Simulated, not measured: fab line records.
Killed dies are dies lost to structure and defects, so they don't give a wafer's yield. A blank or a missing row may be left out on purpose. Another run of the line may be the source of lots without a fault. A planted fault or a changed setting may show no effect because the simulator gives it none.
fab line records	flow n5_finfet
[record] lots = 10	wafers = 30	last_day = 18
route steps=1938 shown BEOL_M15@1807 PASSIVATION@1936
lots that met no fault: from a run of the same line without faults
start_h: the number of hours between the record's first day and the start of the first shown wafer of the lot	wait_h: hours from the lot's prior step to this one	" identical to the entry in the row above	L1.1+2: a single row standing in for several wafers	- value missing, or start not given	* or withheld: withheld	< > ~ a bound
route shown NAME@n: NAME is a module with steps in the file, n the number in the route of the first one	usual: average and standard deviation across the fault-free wafers	same: alike in all rows	chamber/n: place in a boat	sites: per-site readings	_std_site: standard deviation of those values	_edge_site: outer sites' mean less inner sites'	radius_mm: for every site, how far away it sits from the centre of the wafer	mask NAME#n: copy n	behind: the most recent tool/chamber to have shaped the wafer	hold: what put the lot on hold/how long, in hours/how the hold closed	device: names the non-switching transistor (n, p or np)	end of line: tests of these same wafers at the route's end	a step given without rows: its recipe and nothing more	killed: dies lost to structure and defects at the first sort, not the wafer's yield	map: per-die view of a wafer (x killed, . not killed, _ where there is no die)
set.NAME: the setting that was run; set.NAME@STEP: the one run at that earlier step	model.NAME: the simulator's own value behind a step, which no gauge read
the route's steps for a sample of lots (tables are steps, rows are wafers)
services: the hour from which a tool's chamber was out of use, counted from the record's first day as start_h (under 0 if before that day), plus the number of hours and why
[[steps]]
[step N5_BEOL_M15_DESCUM_33]
[recipe] chemistry = O2	time_s = 7.9	source_power_w = 50	bias_power_w = 20	pressure_mtorr = 20	rf_frequency_hz = 2.712e+07	temp_c = 40	o2_flow_sccm = 225
[usual] drypump_motor_current_A = 5.8/0.36	o2_flow_sccm = 225.0/0.7	oes_product_au = 0.79/0.092	rf_vpp_V = 243.1/1.4	showerhead_plenum_p_Torr = 2.08/0.081	throttle_valve_pct = 20.36/0.22
lot.wafer	tool	chamber	start_h	wait_h	drypump_motor_current_A	o2_flow_sccm	oes_product_au	rf_hours_counter_h	rf_vpp_V	showerhead_plenum_p_Torr	throttle_valve_pct
L787.1	rie_diel-03	1	290.42	0.0	5.7	225.6	0.74	174	243.5	2.08	20.22
L787.3	"	0	"	"	5.9	225.8	0.82	84	241.5	2.01	20.13
L787.4	"	3	"	"	5.5	224.1	0.68	216	244.0	2.16	20.47
L794.2	rie_diel-03	1	314.02	0.2	5.7	225.2	0.74	181	242.6	2.07	20.22
L794.3	"	2	"	"	6.1	224.1	0.73	204	240.6	1.98	20.53
L794.5	"	2	"	"	6.1	224.4	0.73	-	242.8	1.98	20.53
L790.3	rie_diel-02	1	317.52	0.0	6.3	224.7	0.90	30	241.4	2.02	19.99
L790.5	"	2	"	"	5.8	226.7	0.73	-	242.8	2.08	20.70
L790.6	"	3	"	"	4.9	225.5	0.70	-	240.8	1.99	20.98
L797.2	rie_diel-03	3	332.40	0.0	5.5	223.7	0.67	230	243.8	2.15	20.50
L797.4	"	0	"	"	5.9	224.8	0.80	95	243.3	2.01	20.17
L797.5	"	0	"	"	5.9	224.9	0.81	-	243.1	2.01	20.17
L795.1	rie_diel-02	0	333.29	0.0	5.7	225.4	0.87	42	243.8	2.13	20.24
L795.3	"	2	"	"	5.9	225.0	0.72	192	242.6	2.08	20.69
L795.5	"	0	"	"	5.7	224.8	0.87	-	242.4	2.13	20.24
L802.2	rie_diel-03	2	377.85	0.0	6.0	224.5	0.72	224	241.8	1.98	20.55
L802.3	"	1	"	"	5.7	224.9	0.73	201	244.0	2.07	20.25
L802.5	"	2	"	"	6.0	225.8	0.72	-	243.0	1.98	20.55
L803.1	rie_diel-02	2	378.24	0.0	5.8	225.6	0.71	205	243.1	2.07	20.74
L803.5	"	2	"	"	5.9	225.7	0.70	-	242.1	2.07	20.73
L803.6	"	3	"	"	4.9	224.3	0.95	-	244.4	2.25	20.57
L804.1	rie_diel-04	2	404.20	0.4	5.8	225.5	0.69	233	242.8	2.04	20.38
L804.4	"	0	"	"	5.5	225.6	0.94	20	246.2	2.21	20.17
L804.5	"	2	"	"	5.8	226.3	0.69	-	243.4	2.04	20.36
L805.1	rie_diel-03	0	418.89	0.1	6.0	223.9	0.77	118	242.5	2.00	20.20
L805.2	"	1	"	"	5.7	224.6	0.72	212	244.6	2.06	20.28
L805.5	"	2	"	"	6.0	225.0	0.71	-	241.7	1.97	20.57
L806.2	rie_diel-03	2	419.31	0.2	6.0	224.4	0.70	235	239.8	1.97	20.57
L806.3	"	0	"	"	5.9	224.6	0.78	118	242.3	2.00	20.20
L806.5	"	1	"	"	5.7	224.5	0.71	-	241.4	2.06	20.26
[step N5_BEOL_M15_STRIP_36]
[recipe] chemistry = O2	power_w = 600	temp_c = 60	pressure_mtorr = 30	rf_frequency_hz = 6e+07	bias_power_w = 0	overash_fraction = 0.3	o2_flow_sccm = 225
[usual] drypump_motor_current_A = 5.8/0.4	o2_flow_sccm = 225.0/0.76	oes_product_au = 0.80/0.097	rf_vpp_V = 3.6/0.89	showerhead_plenum_p_Torr = 2.09/0.081	throttle_valve_pct = 16.63/0.25
lot.wafer	tool	chamber	start_h	wait_h	drypump_motor_current_A	o2_flow_sccm	oes_product_au	rf_hours_counter_h	rf_vpp_V	showerhead_plenum_p_Torr	throttle_valve_pct
L787.1	rie_diel-02	0	291.91	1.2	5.7	224.5	0.88	31	4.4	2.14	16.41
L787.3	"	2	"	"	5.8	224.2	0.74	174	4.6	2.09	16.92
L787.4	"	3	"	"	4.9	224.5	0.69	238	3.3	2.00	17.17
L790.3	rie_diel-02	1	318.52	0.7	6.3	225.2	0.91	30	2.9	2.03	16.23
L790.5	"	2	"	"	5.8	224.5	0.72	-	3.3	2.09	16.94
L790.6	"	1	"	"	6.3	225.2	0.90	-	2.5	2.03	16.25
L794.2	rie_diel-02	0	319.71	5.4	5.7	225.8	0.88	38	2.3	2.13	16.40
L794.3	"	3	"	"	4.9	225.2	0.70	248	3.9	1.99	17.18
L794.5	"	1	"	"	6.3	226.6	0.90	-	5.4	2.02	16.22
L797.2	rie_diel-03	3	340.75	8.1	5.5	225.5	0.67	231	3.8	2.16	16.79
L797.4	"	1	"	"	5.7	226.1	0.74	190	5.8	2.07	16.49
L797.5	"	2	"	"	6.0	224.9	0.74	-	2.5	1.98	16.78
L795.1	rie_diel-02	0	340.79	7.2	5.7	225.8	0.87	44	3.7	2.13	16.46
L795.3	"	3	"	"	4.9	225.7	1.00	0	4.3	2.26	16.70
L795.5	"	2	"	"	5.9	225.2	0.73	-	3.9	2.08	16.97
L802.2	rie_diel-03	0	379.33	1.2	5.9	225.9	0.80	107	3.7	2.01	16.50
L802.3	"	3	"	"	5.5	225.3	0.66	242	4.5	2.15	16.84
L802.5	"	2	"	"	6.0	224.5	0.71	-	4.8	1.98	16.83
L803.1	rie_diel-04	3	379.37	0.9	6.3	224.8	0.80	109	2.4	2.22	16.79
L803.5	"	1	"	"	5.2	224.1	0.89	-	3.6	2.15	16.46
L803.6	"	2	"	"	5.8	225.0	0.69	-	3.7	2.05	16.68
L804.1	rie_diel-03	1	405.74	1.3	5.7	225.8	0.72	208	5.0	2.07	16.56
L804.4	"	0	"	"	5.9	225.5	0.79	114	3.6	2.01	16.45
L804.5	"	1	"	"	5.7	225.5	0.73	-	3.8	2.07	16.60
L805.1	rie_diel-03	1	419.57	0.4	5.7	223.8	0.72	212	5.2	2.07	16.59
L805.2	"	0	"	"	5.9	225.7	0.79	118	3.6	2.00	16.48
L805.5	"	1	"	"	5.7	224.6	0.72	-	4.4	2.07	16.55
L806.2	rie_diel-03	0	419.82	0.2	5.9	225.5	0.78	118	2.0	2.01	16.46
L806.3	"	1	"	"	5.7	225.5	0.72	212	3.8	2.07	16.57
L806.5	"	2	"	"	6.0	224.7	0.71	-	2.8	1.98	16.87
[step N5_BEOL_M15_ANNEAL_48]
[recipe] temp_c = 225	time_s = 90	ambient = N2
[usual] wafer_temp_C_max = 225.91/0.28
lot.wafer	tool	chamber	start_h	wait_h	wafer_temp_C_max
L787.1	rtp_anneal-02	0	293.02	0.2	225.62
L787.3	"	0	"	"	225.79
L787.4	"	0	"	"	225.86
L790.3	rtp_anneal-02	0	320.12	0.2	226.40
L790.5	"	0	"	"	226.03
L790.6	"	0	"	"	225.88
L794.2	rtp_anneal-02	0	320.84	0.2	225.67
L794.3	"	0	"	"	225.97
L794.5	"	0	"	"	225.43
L795.1	rtp_anneal-02	0	341.77	0.2	225.93
L795.3	"	0	"	"	225.85
L795.5	"	0	"	"	225.99
L797.2	rtp_anneal-01	0	341.85	0.3	226.08
L797.4	"	0	"	"	225.64
L797.5	"	0	"	"	225.89
L802.2	rtp_anneal-01	0	380.51	0.2	226.64
L802.3	"	0	"	"	225.89
L802.5	"	0	"	"	226.67
L803.1	rtp_anneal-01	0	383.41	0.2	225.56
L803.5	"	0	"	"	226.26
L803.6	"	0	"	"	226.14
L804.1	rtp_anneal-02	0	407.14	0.2	226.12
L804.4	"	0	"	"	225.74
L804.5	"	0	"	"	225.62
L805.1	rtp_anneal-02	0	421.00	0.4	225.44
L805.2	"	0	"	"	225.58
L805.5	"	0	"	"	225.53
L806.2	rtp_anneal-01	0	421.52	0.6	226.22
L806.3	"	0	"	"	226.07
L806.5	"	0	"	"	226.43
[step N5_BEOL_M15_CMP_49]
[recipe] stop_on = SiO2	t_overpolish_s = 4.9	down_force_psi = 2	platen_rpm = 80	clearing_platen_down_force_psi = 2	clearing_platen_rpm = 80	post_cmp_clean = cu_alkaline	target_thk_nm = 850	clearing_platen_pad_velocity_m_s = 1.5917	pad_velocity_m_s = 1.5917
[usual] barrier_field_endpoint_s = 11.38/0.24	head_pressure_psi = 2.000/0.0041	motor_current_A = 8.1/0.93	overpolish_run_s = 4.899/0.0084
lot.wafer	tool	chamber	start_h	wait_h	barrier_field_endpoint_s	head_pressure_psi	motor_current_A	overpolish_run_s
L787.3	cmp-01	1	293.33	0.2	10.79	1.992	8.5	4.905
L787.4	"	2	"	"	11.21	2.009	9.0	4.899
L787.1	"	0	"	"	11.34	1.993	7.3	4.912
L790.3	cmp-01	0	320.45	0.3	11.27	2.000	7.2	4.909
L790.5	"	1	"	"	11.24	1.994	9.0	4.894
L790.6	"	2	"	"	11.13	2.009	9.9	4.910
L794.3	cmp-02	2	321.29	0.4	11.01	1.999	7.4	4.909
L794.2	"	3	"	"	11.41	2.004	7.1	4.889
L794.5	"	2	"	"	11.32	1.998	7.8	4.895
L795.3	cmp-01	1	342.12	0.2	11.78	2.001	8.7	4.909
L795.1	"	3	"	"	11.18	1.999	9.4	4.917
L795.5	"	1	"	"	6.27	1.997	8.9	4.910
L797.4	cmp-01	0	342.32	0.2	6.61	2.001	7.5	4.892
L797.2	"	3	"	"	11.40	2.000	8.5	4.913
L797.5	"	0	"	"	6.56	2.000	7.3	4.899
L802.3	cmp-04	2	380.84	0.2	11.37	1.997	7.7	4.887
L802.2	"	3	"	"	10.98	1.994	8.7	4.899
L802.5	"	1	"	"	11.61	2.000	8.1	4.901
L803.1	cmp-04	0	383.82	0.4	11.46	1.996	9.6	4.897
L803.6	"	1	"	"	11.41	1.995	8.1	4.884
L803.5	"	2	"	"	11.40	2.001	7.6	4.915
L804.4	cmp-02	1	407.48	0.2	11.33	2.003	6.9	4.894
L804.1	"	2	"	"	11.23	1.995	6.9	4.901
L804.5	"	0	"	"	11.21	2.000	7.9	4.893
L805.2	cmp-02	0	421.34	0.2	11.42	1.998	7.8	4.889
L805.1	"	1	"	"	11.35	2.000	6.8	4.897
L805.5	"	3	"	"	11.25	1.999	7.1	4.891
L806.3	cmp-01	1	421.83	0.2	11.09	2.010	8.7	4.893
L806.2	"	3	"	"	11.09	2.003	8.5	4.900
L806.5	"	1	"	"	11.11	2.003	8.7	4.901
[step N5_PASSIVATION_PROBE_49]
[usual] defect_limited_yield = 91.2/1.4	killed_at_M0_to_M3 = 35/11	killed_at_M4_up = 14/5.6	killed_at_contacts = 12/5.6	killed_at_front_end = 38/11	killed_at_other = 4/3.4	killed_dies = 103/17	killed_open = 68/12	killed_short = 33/8.8	sort_bin_5_function = 5.1/0.89	sort_bin_6_memory = 3.3/0.71	sort_n_pass = 1077/17	sort_yield_pct = 91.2/1.4
[same] gross_dies = 1180	killed_at_back_side = 0	sort_bin_4_leakage[%] = 0	sort_bin_8_speed[%] = 0
lot.wafer	tool	chamber	start_h	wait_h	defect_limited_yield[%]	killed_at_M0_to_M3	killed_at_M4_up	killed_at_contacts	killed_at_front_end	killed_at_other	killed_dies	killed_open	killed_short	sort_bin_5_function[%]	sort_bin_6_memory[%]	sort_n_pass	sort_yield_pct[%]
L787.1	prober-02	-	306.60	0.0	89.5	59	13	4	48	0	124	80	37	6.4	3.3	1056	89.5
L787.3	prober-02	-	306.70	0.1	89.9	47	12	8	49	3	119	78	36	5.8	3.6	1061	89.9
L787.4	prober-02	-	306.75	0.2	91.4	31	15	14	38	3	101	65	34	4.7	3.6	1079	91.4
L790.3	prober-02	-	334.77	0.1	92.5	28	17	9	29	5	88	57	28	3.7	3.6	1092	92.5
L790.5	prober-02	-	334.87	0.2	92.1	28	11	14	31	9	93	68	24	4.9	2.8	1087	92.1
L790.6	prober-02	-	334.92	0.3	92.8	26	21	10	26	2	85	52	31	4.5	2.4	1095	92.8
L794.2	prober-01	-	335.22	0.1	91.4	48	10	7	30	6	101	65	35	4.2	4.1	1079	91.4
L794.3	prober-01	-	335.27	0.1	90.5	39	11	22	35	5	112	67	44	5.3	3.7	1068	90.5
L794.5	prober-01	-	335.37	0.2	91.7	31	15	9	40	3	98	68	29	4.8	3.1	1082	91.7
L795.1	prober-02	-	357.23	0.0	91.7	50	8	8	30	2	98	64	33	4.3	3.7	1082	91.7
L795.3	prober-02	-	357.33	0.1	90.4	42	10	23	35	3	113	74	36	5.7	3.6	1067	90.4
L795.5	prober-02	-	357.43	0.2	91.0	52	8	9	35	2	106	82	19	5.1	3.3	1074	91.0
L797.2	prober-01	-	358.62	0.1	86.7	38	12	23	78	6	157	124	30	7.8	5.1	1023	86.7
L797.4	prober-01	-	358.72	0.2	90.9	30	18	15	38	6	107	71	33	5.1	3.8	1073	90.9
L797.5	prober-01	-	358.77	0.2	91.4	24	17	22	35	4	102	71	29	4.7	3.7	1078	91.4
L802.2	prober-01	-	395.77	0.1	91.0	46	10	6	42	2	106	62	42	4.8	3.6	1074	91.0
L802.3	prober-01	-	395.82	0.1	91.2	28	15	13	48	0	104	69	33	5.3	3.1	1076	91.2
L802.5	prober-01	-	395.92	0.2	94.3	12	8	17	28	2	67	46	21	3.6	1.9	1113	94.3
L803.1	prober-02	-	396.55	0.0	90.9	31	17	13	29	17	107	79	26	5.8	3.1	1073	90.9
L803.5	prober-02	-	396.75	0.2	90.8	36	20	12	27	13	108	76	31	5.8	3.1	1072	90.8
L803.6	prober-02	-	396.80	0.3	92.5	30	12	12	31	4	89	69	18	4.5	2.9	1091	92.5
L804.1	prober-02	-	425.30	0.0	93.1	41	17	4	19	1	82	60	18	4.2	2.6	1098	93.1
L804.4	prober-02	-	425.45	0.2	91.9	41	12	11	27	4	95	59	31	4.7	3.2	1085	91.9
L804.5	prober-02	-	425.50	0.2	93.0	22	10	4	42	5	83	50	31	4.0	2.6	1097	93.0
L806.2	prober-01	-	437.40	0.1	92.0	25	14	4	45	6	94	61	32	4.9	2.8	1086	92.0
L806.3	prober-01	-	437.45	0.1	91.9	39	21	4	28	4	96	71	22	4.7	3.2	1084	91.9
L806.5	prober-01	-	437.55	0.2	89.7	44	16	13	45	4	122	81	39	5.8	4.0	1058	89.7
L805.1	prober-02	-	438.55	0.0	91.4	36	10	5	48	3	102	64	38	4.7	3.6	1078	91.4
L805.2	prober-02	-	438.60	0.1	93.9	19	16	7	29	1	72	46	26	4.2	1.4	1108	93.9
L805.5	prober-02	-	438.75	0.2	90.7	23	23	13	48	3	110	79	30	6.3	2.8	1070	90.7
// killed by level:class
L787.1 BEOL_M1:geometric_particle:open=13 BEOL_M2:geometric_particle:open=10 BEOL_M3:geometric_particle:open=10 BEOL_M0_SAQP:geometric_particle:short=9 FIN_SAQP:geometric_particle:open=8 BEOL_M0_SAQP:geometric_particle:open=8 FIN_SAQP:geometric_particle:short=7 DUMMY_GATE:geometric_particle:open=7
L787.3 BEOL_M2:geometric_particle:open=15 FIN_SAQP:geometric_particle:open=12 BEOL_M0_SAQP:geometric_particle:short=10 FIN_SAQP:geometric_particle:short=7 BEOL_M0_SAQP:geometric_particle:open=7 MOL_CONTACT_COAG:geometric_particle:open=6 STI_FIN_REVEAL:geometric_particle:open=5 BEOL_M3:geometric_particle:open=5
L787.4 MOL_CONTACT_COAG:geometric_particle:open=12 BEOL_M0_SAQP:geometric_particle:open=8 BEOL_M0_SAQP:geometric_particle:short=7 BEOL_M2:geometric_particle:open=7 FIN_SAQP:geometric_particle:short=6 STI_FIN_REVEAL:geometric_particle:open=6 DUMMY_GATE:geometric_particle:open=6 BEOL_M4:geometric_particle:open=6
L790.3 BEOL_M1:geometric_particle:open=11 MOL_CONTACT_COAG:geometric_particle:open=8 BEOL_M2:geometric_particle:open=8 BEOL_M4:geometric_particle:open=6 FIN_SAQP:geometric_particle:short=4 FIN_SAQP:geometric_particle:open=4 STARTING-WAFER:geometric_particle:short=4 DUMMY_GATE:geometric_particle:open=4
L790.5 MOL_CONTACT_COAG:geometric_particle:open=11 BEOL_M2:geometric_particle:open=7 FIN_SAQP:geometric_particle:open=6 BEOL_M1:geometric_particle:open=5 BEOL_M3:geometric_particle:open=5 BEOL_M4:geometric_particle:open=5 BEOL_M0_SAQP:geometric_particle:open=4 GATE_CUT:geometric_particle:open=3
L790.6 BEOL_M4:geometric_particle:open=9 MOL_CONTACT_COAG:geometric_particle:open=7 BEOL_M1:geometric_particle:open=7 BEOL_M0:geometric_particle:open=6 BEOL_M2:geometric_particle:open=5 STARTING-WAFER:geometric_particle:open=5 BEOL_M4:geometric_particle:short=4 STARTING-WAFER:geometric_particle:short=4
L794.2 BEOL_M0_SAQP:geometric_particle:short=10 BEOL_M3:geometric_particle:open=10 BEOL_M0_SAQP:geometric_particle:open=9 BEOL_M2:geometric_particle:open=8 MOL_CONTACT_COAG:geometric_particle:open=7 FIN_SAQP:geometric_particle:open=6 STI_FIN_REVEAL:geometric_particle:open=6 BEOL_M2:geometric_particle:short=6
L794.3 MOL_CONTACT_COAG:geometric_particle:open=19 BEOL_M3:geometric_particle:open=12 BEOL_M0_SAQP:geometric_particle:short=10 BEOL_M2:geometric_particle:open=9 BEOL_M4:geometric_particle:short=8 FIN_SAQP:geometric_particle:open=7 FIN_SAQP:geometric_particle:short=6 GATE_CUT:geometric_particle:short=5
L794.5 STI_FIN_REVEAL:geometric_particle:open=13 BEOL_M0_SAQP:geometric_particle:open=8 MOL_CONTACT_COAG:geometric_particle:open=7 BEOL_M5:geometric_particle:open=7 FIN_SAQP:geometric_particle:short=5 BEOL_M2:geometric_particle:open=5 BEOL_M3:geometric_particle:open=5 FIN_SAQP:geometric_particle:open=4
L795.1 BEOL_M0_SAQP:geometric_particle:open=15 FIN_SAQP:geometric_particle:short=9 BEOL_M0_SAQP:geometric_particle:short=9 BEOL_M1:geometric_particle:open=9 BEOL_M3:geometric_particle:open=9 MOL_CONTACT_COAG:geometric_particle:open=7 FIN_SAQP:geometric_particle:open=5 STI_FIN_REVEAL:geometric_particle:open=5
L795.3 MOL_CONTACT_COAG:geometric_particle:open=15 STI_FIN_REVEAL:geometric_particle:open=12 BEOL_M0_SAQP:geometric_particle:short=10 BEOL_M2:geometric_particle:open=10 MOL_CONTACT_COAG:geometric_particle:short=8 BEOL_M3:geometric_particle:open=8 BEOL_M0_SAQP:geometric_particle:open=7 DUMMY_GATE:geometric_particle:open=5
L795.5 BEOL_M3:geometric_particle:open=15 BEOL_M2:geometric_particle:open=11 FIN_SAQP:geometric_particle:open=10 MOL_CONTACT_COAG:geometric_particle:open=8 DUMMY_GATE:geometric_particle:open=7 BEOL_M0_SAQP:geometric_particle:short=7 BEOL_M1:geometric_particle:open=7 BEOL_M0_SAQP:geometric_particle:open=6
L797.2 STI_FIN_REVEAL:geometric_particle:open=49 MOL_CONTACT_COAG:geometric_particle:open=20 BEOL_M0_SAQP:geometric_particle:open=10 BEOL_M4:geometric_particle:open=9 BEOL_M3:geometric_particle:open=8 BEOL_M2:geometric_particle:open=7 STI_FIN_REVEAL:geometric_particle:short=6 DUMMY_GATE:geometric_particle:open=6
L797.4 STI_FIN_REVEAL:geometric_particle:open=13 MOL_CONTACT_COAG:geometric_particle:open=10 BEOL_M3:geometric_particle:open=9 BEOL_M4:geometric_particle:short=6 MOL_CONTACT_COAG:geometric_particle:short=5 BEOL_M4:geometric_particle:open=5 STARTING-WAFER:geometric_particle:short=4 GATE_CUT:geometric_particle:open=4
L797.5 MOL_CONTACT_COAG:geometric_particle:open=18 STI_FIN_REVEAL:geometric_particle:open=16 BEOL_M4:geometric_particle:open=11 BEOL_M3:geometric_particle:open=7 STI_FIN_REVEAL:geometric_particle:short=6 BEOL_M0_SAQP:geometric_particle:short=5 FIN_SAQP:geometric_particle:open=4 MOL_CONTACT_COAG:geometric_particle:short=4
L802.2 STI_FIN_REVEAL:geometric_particle:open=16 BEOL_M0_SAQP:geometric_particle:open=14 BEOL_M0_SAQP:geometric_particle:short=11 BEOL_M3:geometric_particle:open=9 FIN_SAQP:geometric_particle:short=8 GATE_CUT:geometric_particle:short=5 BEOL_M4:geometric_particle:open=5 MOL_CONTACT_COAG:geometric_particle:open=4
L802.3 STI_FIN_REVEAL:geometric_particle:open=13 MOL_CONTACT_COAG:geometric_particle:open=10 FIN_SAQP:geometric_particle:open=8 BEOL_M4:geometric_particle:open=7 BEOL_M1:geometric_particle:open=6 BEOL_M0_SAQP:geometric_particle:open=5 GATE_CUT:geometric_particle:open=5 DUMMY_GATE:geometric_particle:open=4
L802.5 MOL_CONTACT_COAG:geometric_particle:open=14 STI_FIN_REVEAL:geometric_particle:open=7 FIN_SAQP:geometric_particle:open=6 FIN_SAQP:geometric_particle:short=4 MOL_CONTACT_COAG:geometric_particle:short=3 BEOL_M1:geometric_particle:short=3 BEOL_M5:geometric_particle:open=3 STI_FIN_REVEAL:geometric_particle:short=2
L803.1 BEOL_M2:geometric_particle:open=12 BEOL_M4:geometric_particle:open=12 MOL_CONTACT_COAG:geometric_particle:open=10 STI_FIN_REVEAL:geometric_particle:open=9 BEOL_M3:geometric_particle:open=7 GATE_CUT:geometric_particle:short=6 DUMMY_GATE:geometric_particle:open=5 BEOL_M1:geometric_particle:open=5
L803.5 BEOL_M4:geometric_particle:open=13 STI_FIN_REVEAL:geometric_particle:open=11 BEOL_M2:geometric_particle:open=8 MOL_CONTACT_COAG:geometric_particle:open=7 FIN_SAQP:geometric_particle:open=5 MOL_CONTACT_COAG:geometric_particle:short=5 BEOL_M0_SAQP:geometric_particle:short=5 BEOL_M0_SAQP:geometric_particle:open=5
L803.6 BEOL_M2:geometric_particle:open=13 MOL_CONTACT_COAG:geometric_particle:open=11 STI_FIN_REVEAL:geometric_particle:open=7 STARTING-WAFER:geometric_particle:open=6 BEOL_M4:geometric_particle:open=5 GATE_CUT:geometric_particle:short=4 BEOL_M0_SAQP:geometric_particle:short=4 BEOL_M3:geometric_particle:open=4
L804.1 BEOL_M2:geometric_particle:open=14 BEOL_M1:geometric_particle:open=8 BEOL_M4:geometric_particle:open=8 BEOL_M0_SAQP:geometric_particle:open=6 MOL_CONTACT_COAG:geometric_particle:open=4 BEOL_M0_SAQP:geometric_particle:short=4 BEOL_M2:geometric_particle:short=4 STARTING-WAFER:geometric_particle:open=4
L804.4 BEOL_M2:geometric_particle:open=16 MOL_CONTACT_COAG:geometric_particle:open=9 BEOL_M4:geometric_particle:open=8 ILD0:geometric_particle:short=6 BEOL_M2:geometric_particle:short=6 BEOL_M3:geometric_particle:open=6 FIN_SAQP:geometric_particle:open=5 BEOL_M0_SAQP:geometric_particle:open=5
L804.5 FIN_SAQP:geometric_particle:short=10 STI_FIN_REVEAL:geometric_particle:open=8 BEOL_M2:geometric_particle:open=7 FIN_SAQP:geometric_particle:open=5 BEOL_M3:geometric_particle:open=5 BEOL_M5:geometric_particle:open=4 STARTING-WAFER:geometric_particle:short=4 ILD0:geometric_particle:open=3
L806.2 FIN_SAQP:geometric_particle:open=13 FIN_SAQP:geometric_particle:short=11 BEOL_M3:geometric_particle:open=9 BEOL_M0_SAQP:geometric_particle:short=6 GATE_CUT:geometric_particle:short=5 BEOL_M4:geometric_particle:open=5 BEOL_M0_SAQP:geometric_particle:open=4 DUMMY_GATE:geometric_particle:open=3
L806.3 BEOL_M3:geometric_particle:open=10 BEOL_M0_SAQP:geometric_particle:open=9 BEOL_M5:geometric_particle:open=8 BEOL_M0_SAQP:geometric_particle:short=7 FIN_SAQP:geometric_particle:short=6 BEOL_M2:geometric_particle:open=6 STI_FIN_REVEAL:geometric_particle:open=5 DUMMY_GATE:geometric_particle:open=5
L806.5 MOL_CONTACT_COAG:geometric_particle:open=12 FIN_SAQP:geometric_particle:short=11 BEOL_M0_SAQP:geometric_particle:open=11 FIN_SAQP:geometric_particle:open=10 BEOL_M2:geometric_particle:open=10 BEOL_M3:geometric_particle:open=8 STI_FIN_REVEAL:geometric_particle:open=6 BEOL_M0_SAQP:geometric_particle:short=5
L805.1 BEOL_M0_SAQP:geometric_particle:short=13 DUMMY_GATE:geometric_particle:open=11 FIN_SAQP:geometric_particle:open=7 STI_FIN_REVEAL:geometric_particle:open=7 BEOL_M4:geometric_particle:open=7 BEOL_M0_SAQP:geometric_particle:open=6 MOL_CONTACT_COAG:geometric_particle:open=5 BEOL_M1:geometric_particle:short=5
L805.2 BEOL_M4:geometric_particle:open=6 BEOL_M5:geometric_particle:open=6 FIN_SAQP:geometric_particle:short=5 BEOL_M1:geometric_particle:open=5 DUMMY_GATE:geometric_particle:open=4 MOL_CONTACT_COAG:geometric_particle:short=4 BEOL_M0:geometric_particle:open=4 STI_FIN_REVEAL:geometric_particle:open=3
L805.5 STI_FIN_REVEAL:geometric_particle:open=18 MOL_CONTACT_COAG:geometric_particle:open=13 FIN_SAQP:geometric_particle:short=8 BEOL_M0_SAQP:geometric_particle:open=7 BEOL_M4:geometric_particle:open=7 BEOL_M2:geometric_particle:open=6 BEOL_M5:geometric_particle:open=6 STI_FIN_REVEAL:geometric_particle:short=4
[[services]]
tool	chamber	start_h	hours	kind
cmp-01	-	269.90	1.7	repair
rie_diel-04	0	284.54	18.3	repair
rie_diel-02	3	293.80	6.4	repair
cmp-04	-	300.89	0.4	repair
rie_diel-03	0	318.87	4.7	repair
rie_diel-02	3	325.04	-	clean
rie_diel-02	3	325.04	-	consumable_replace:focus_ring
rie_diel-02	3	325.04	-	consumable_replace:showerhead
rie_diel-03	0	325.59	3.4	repair
cmp-04	-	325.59	4.0	pm
rie_diel-04	1	350.14	7.9	repair
cmp-01	-	351.43	0.8	repair
rie_diel-04	0	378.54	9.7	repair
cmp-04	-	388.25	0.5	repair
cmp-02	-	388.37	6.2	pm
cmp-02	-	401.29	4.0	pm
rtp_anneal-01	-	408.66	3.8	pm
rie_diel-03	3	410.30	-	clean
rie_diel-03	3	410.30	-	consumable_replace:focus_ring
rie_diel-03	3	410.30	22.1	scheduled_down
rie_diel-03	3	410.30	22.1	vent_cycle
cmp-04	-	410.32	0.8	repair
cmp-01	-	412.17	7.9	pm
rie_diel-02	1	412.41	6.0	repair
[[key]]
[first_sign] step = N5_BEOL_M15_CMP_49	reading = barrier_field_endpoint_s	direction = down	sigmas = 20	usual = 11.38	struck = 6.48
effect none on later readings
met_at N5_BEOL_M15_CMP_49
struck_lots L795,L797
struck_wafers L795.5,L797.4,L797.5
not_acting_at N5_BEOL_M15_DESCUM_33,N5_BEOL_M15_STRIP_36,N5_BEOL_M15_ANNEAL_48
onset_between 320.45 342.12
[fault] kind = process_parameter_drift	tool = cmp-01	chamber = -	onset_h = 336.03	steps = N5_BEOL_M15_CMP_49	channel = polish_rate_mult	offset = 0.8	shape = step	end_h = 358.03	scope = struck_wafers_only
